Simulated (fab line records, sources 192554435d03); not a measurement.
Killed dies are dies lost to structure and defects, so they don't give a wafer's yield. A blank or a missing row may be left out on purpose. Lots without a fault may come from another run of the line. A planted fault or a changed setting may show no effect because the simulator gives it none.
Chamber matching | flow n5_finfet | N5_BEOL_M5_ETCH_75 on rie_diel-01: 4 sister chambers
The step etches underlayer in N2/H2, target depth 6.5 nm, time 5.2 s. 18 wafers are shown with their chamber, then 9 later ones without.

WAFERS WITH THEIR CHAMBER
wafer  | chamber | showerhead_plenum_p_Torr (Torr) | drypump_motor_current_A (A) | oes_product_au (a.u.)
L075.1 | 1       | 2.60                            | 6.5                         | 0.74
L075.3 | 0       | 2.43                            | 6.1                         | 0.66
L075.5 | 2       | 2.63                            | 6.0                         | 0.62
L076.1 | 2       | 2.63                            | 5.9                         | 0.62
L076.2 | 1       | 2.60                            | 6.5                         | 0.74
L076.5 | 2       | 2.63                            | 6.0                         | 0.61
L079.1 | 0       | 2.43                            | 6.0                         | 0.66
L079.4 | 3       | 2.42                            | 5.0                         | 0.60
L079.6 | 1       | 2.59                            | 6.5                         | 0.73
L083.2 | 1       | 2.59                            | 6.5                         | 0.73
L083.5 | 3       | 2.42                            | 5.0                         | 0.60
L083.6 | 0       | 2.43                            | 6.0                         | 0.64
L084.3 | 2       | 2.62                            | 6.0                         | 0.60
L084.5 | 3       | 2.42                            | 5.0                         | 0.61
L084.6 | 2       | 2.62                            | 6.0                         | 0.61
L087.2 | 2       | 2.62                            | 6.0                         | 0.61
L087.3 | 0       | 2.43                            | 6.0                         | 0.65
L087.4 | 3       | 2.42                            | 5.0                         | 0.60

SIGNATURES (means of the wafers above)
reading                  | chamber 0 | chamber 1 | chamber 2 | chamber 3 | scatter within a chamber
showerhead_plenum_p_Torr | 2.4300    | 2.5950    | 2.6250    | 2.4200    | 0.00423
drypump_motor_current_A  | 6.025     | 6.500     | 5.983     | 5.000     | 0.0336
oes_product_au           | 0.6525    | 0.7350    | 0.6117    | 0.6025    | 0.00724
Rule: a wafer's distance from a chamber is the root of the sum, over the readings, of the square of ((its reading less the chamber's mean) divided by the reading's scatter). The wafer belongs to the nearest chamber; if the next one is less than 2 further off, it can't be placed. The scatter: the root of (the sum of the squares of (reading less its chamber's mean) over the shown wafers, divided by (wafers less chambers)).

WAFERS WITHOUT THEIR CHAMBER
wafer  | showerhead_plenum_p_Torr (Torr) | drypump_motor_current_A (A) | oes_product_au (a.u.)
L091.2 | 2.42                            | 5.0                         | 0.60
L091.4 | 2.42                            | 6.0                         | 0.64
L091.5 | 2.42                            | 6.0                         | 0.65
L090.1 | 2.58                            | 6.5                         | 0.70
L090.2 | 2.62                            | 6.0                         | 0.59
L090.3 | 2.42                            | 6.0                         | 0.64
L097.2 | 2.58                            | 6.5                         | 0.71
L097.3 | 2.42                            | 6.1                         | 0.63
L097.6 | 2.42                            | 6.0                         | 0.64

WHICH CHAMBER EACH WENT THROUGH
wafer  | from the rows above | in truth
L091.2 | 3                   | 3
L091.4 | 0                   | 0
L091.5 | 0                   | 0
L090.1 | 1                   | 1
L090.2 | 2                   | 2
L090.3 | 0                   | 0
L097.2 | 1                   | 1
L097.3 | 0                   | 0
L097.6 | 0                   | 0
Placed correctly: 9 of 9. Can't be placed from these rows: 0. Placed wrongly: 0.
